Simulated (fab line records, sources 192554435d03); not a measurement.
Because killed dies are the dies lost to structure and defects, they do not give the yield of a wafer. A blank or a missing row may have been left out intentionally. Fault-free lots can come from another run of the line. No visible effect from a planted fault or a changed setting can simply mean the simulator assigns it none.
Chamber matching ; flow n5_finfet ; ald_sin-01 running N5_STI_FIN_REVEAL_ALD_00: 4 sister chambers
The step deposits SiO2, target thk 1 nm, pulse time 1 s. 4 wafers are shown with their chamber, then 9 later ones without.

## EACH WAFER AND ITS CHAMBER
wafer;chamber;heater_power_w (W)
L085.4;0;421
L087.1;2;469
L087.2;1;548
L087.3;3;438

## WAFERS WITH NO CHAMBER GIVEN
wafer;heater_power_w (W)
L088.1;415
L088.4;425
L088.5;413
L090.3;416
L090.4;413
L090.6;457
L092.1;463
L092.2;553
L092.3;418

## THE CHAMBER EACH PASSED THROUGH
wafer;from the rows above;in truth
L088.1;0;0
L088.4;can't be placed: 0 or 3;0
L088.5;0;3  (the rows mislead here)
L090.3;0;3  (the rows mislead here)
L090.4;0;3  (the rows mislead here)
L090.6;can't be placed: 2 or 3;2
L092.1;2;2
L092.2;1;1
L092.3;0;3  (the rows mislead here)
Placed correctly: 3 of 9. From these rows, 2 cannot be placed; in 2 the true chamber is one of the candidates. Placed wrongly: 4.
How it was worked out, from the rows above alone: a wafer's distance from a chamber is the root of the sum, over the readings, of the square of ((its reading less the chamber's mean) divided by the reading's scatter). If the next closest chamber is less than 2 further off than the closest, the wafer can't be placed; otherwise it belongs to the closest. The mean given for a chamber averages the wafers shown for that chamber. The scatter: with one shown wafer a chamber, the root of the mean of the squares of how far each hidden wafer lies from its nearest shown one.
